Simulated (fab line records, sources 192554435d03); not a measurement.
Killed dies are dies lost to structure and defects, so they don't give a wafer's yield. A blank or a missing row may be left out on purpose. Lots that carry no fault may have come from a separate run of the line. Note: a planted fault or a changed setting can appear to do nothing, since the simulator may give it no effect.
A lot that was struck, set against a sound lot + flow n5Finfet + 22 steps out of a route of 1938
Sound: these wafers, L729.2, L729.4, L729.6. Struck: wafers L732.2, L732.3, L732.5. The cause comes at the end.
Order at every step that has rows: each side's tool, ch and its chambers, its first start. Under that, the readings that differ: sound wafers + struck wafers + difference of the means + sigmas: that difference in standard deviations of wafers without a fault.
alike: readings whose means differ by less than 2 such deviations, and words and numbers that are the same on both sides. not compared: withheld readings, readings that some wafer has no value for, bounds like >300 that may hide the same value, and numbers for which the record gives no deviation and whose values overlap.
Wherever a step has rows on one side only, a row that says differs or no value, or a row with sigmas, the two part there. Non-overlapping numbers with no deviation appear without sigmas and do not part them. A reading missing from all wafers of one side parts the sides only when that side holds two or more wafers.

first, 7 steps without rows for these wafers: N5_BEOL_M3_COAT_73 (time 60 s, resist thk 5 nm); N5_BEOL_M3_COAT_05 (resist thk 30 nm); N5_BEOL_M3_EBR_07; N5_BEOL_M3_SOFTBAKE_06 (time 60 s); N5_BEOL_M3_EXPOSE_08 (exposes mask M3); N5_BEOL_M3_PEB_09 (peb time 60 s); N5_BEOL_M3_DEVELOP_10 (develop time 30 s).
N5_BEOL_M3_CD_MEAS_11: target cd 17.05 nm.
  sound on cdSem-01 ch 0, day 11 02:55; struck on cdSem-02 ch 0, day 11 06:03
  alike: cdNm
N5_BEOL_M3_OVL_MEAS_12:
  sound on overlay-02 ch 0, day 11 02:57; struck on overlay-02 ch 0, day 11 06:05
  alike: M3_OVL
N5_BEOL_M3_INSPECT_13: inspects for defects (brightfield).
  struck on defectInspect-01, day 11 06:08; sound on defectInspect-02, day 11 03:01
  alike: rawDefectCount
N5_BEOL_M3_DESCUM_16: chemistry O2, time 7 s.
  sound on rieDiel-04 ch 1,2,3, day 11 03:05; struck on rieDiel-05 ch 0,1, day 11 06:10
  alike: drypumpMotorCurrentA, oesProductAu, rfVppV, showerheadPlenumPTorr, throttleValvePct
  not compared: rfHoursCounterH
N5_BEOL_M3_ETCH_74: etches underlayer in N2/H2, target depth 6.5 nm, time 5.2 s.
  sound on rieDiel-04 ch 1,2,3, day 11 03:07; struck on rieDiel-05 ch 0,1, day 11 06:12
  alike: biasW, chamberPressureMTorr, drypumpMotorCurrentA, etchRfOnTimeS, oesProductAu, rfVppV, showerheadPlenumPTorr, throttleValvePct
  not compared: rfHoursCounterH
N5_BEOL_M3_ETCH_63: etches SiARC in CF4, target depth 15.6 nm, time 26 s.
  sound on rieDiel-04 ch 1,2,3, day 11 03:08; struck on rieDiel-05 ch 0,1, day 11 06:13
  no value came back on the struck wafers for any of 9 readings (biasW (W), cf4FlowSccm (sccm) and others); on the sound wafers biasW (W) reads 35.97 36.20 36.11
| reading                                     | sound        | struck         | difference | sigmas |
|---------------------------------------------|--------------|----------------|------------|--------|
| model.CAR-EUV_of_BEOL_M3_COAT_05.thkNm (nm) | 11.2 11 11.2 | 20.4 20.4 20.4 | +9.3       |        |
  not compared: rfHoursCounterH
N5_BEOL_M3_ETCH_64: etches SOC in N2/H2, target depth 75 nm, overetch 15 nm, time 112.5 s.
  sound on rieDiel-04 ch 1,2,3, day 11 03:10; struck on rieDiel-05 ch 0,1, day 11 06:15
| reading             | sound          | struck         | difference | sigmas |
|---------------------|----------------|----------------|------------|--------|
| oesProductAu (a.u.) | 0.53 0.62 0.68 | 0.26 0.26 0.27 | -0.35      | -4     |
  alike: biasW, chamberPressureMTorr, drypumpMotorCurrentA, rfVppV, showerheadPlenumPTorr, throttleValvePct
  not compared: rfHoursCounterH
then, 2 steps without rows for these wafers: N5_BEOL_M3_STRIP_65 (strips in N2/H2); N5_BEOL_M3_STRIP_75 (strips in N2/H2).
N5_BEOL_M3_STRIP_66: strips in CF4.
  sound on rieDiel-04 ch 1,2,3, day 11 03:17; struck on rieDiel-05 ch 0,1, day 11 06:22
  alike: drypumpMotorCurrentA, oesProductAu, rfVppV, showerheadPlenumPTorr, throttleValvePct
  not compared: rfHoursCounterH
N5_BEOL_M3_HM_OPEN_17: chemistry Cl2/BCl3, target TiN, target depth 20 nm, overetch 6 nm.
  sound on rieMetal-02 ch 0,1, day 11 03:20; struck on rieMetal-02 ch 0,1, day 11 06:25
| reading              | sound             | struck            | difference | sigmas |
|----------------------|-------------------|-------------------|------------|--------|
| oesProductAu (a.u.)  | 0.72 0.71 0.73    | 0.31 0.32 0.31    | -0.41      | -5     |
| throttleValvePct (%) | 22.01 21.83 22.01 | 22.50 22.65 22.50 | +0.60      | +4     |
  alike: drypumpMotorCurrentA, mfcArSccm
  not compared: rfHoursCounterH
N5_BEOL_M3_STRIP_19: strips in O2.
  sound on rieDiel-02 ch 0,1, day 11 03:29; struck on rieDiel-02 ch 0,3, day 11 06:32
  alike: drypumpMotorCurrentA, oesProductAu, rfVppV, showerheadPlenumPTorr, throttleValvePct
  not compared: rfHoursCounterH
N5_BEOL_M3_CD_MEAS_18: pitch 36 nm, target cd 18 nm.
  struck on cdSem-02, day 11 06:36; sound on cdSem-03, day 11 03:34
| reading   | sound          | struck | difference                    | sigmas |
|-----------|----------------|--------|-------------------------------|--------|
| cdNm (nm) | 17.8 18.1 18.1 | - - -  | no value on the struck wafers |        |
then, 1 step without rows for these wafers: N5_BEOL_M3_COAT_67 (time 60 s, resist thk 60 nm).
N5_BEOL_M4_RC_MEAS_101:
  the record has rows for the sound wafers here (prober-02 ch 0, day 12 06:01) and none for the struck ones

WHERE THEY PART
First at N5_BEOL_M3_ETCH_63; last, within this record, at N5_BEOL_M4_RC_MEAS_101.

WHY: the cause the simulator had injected
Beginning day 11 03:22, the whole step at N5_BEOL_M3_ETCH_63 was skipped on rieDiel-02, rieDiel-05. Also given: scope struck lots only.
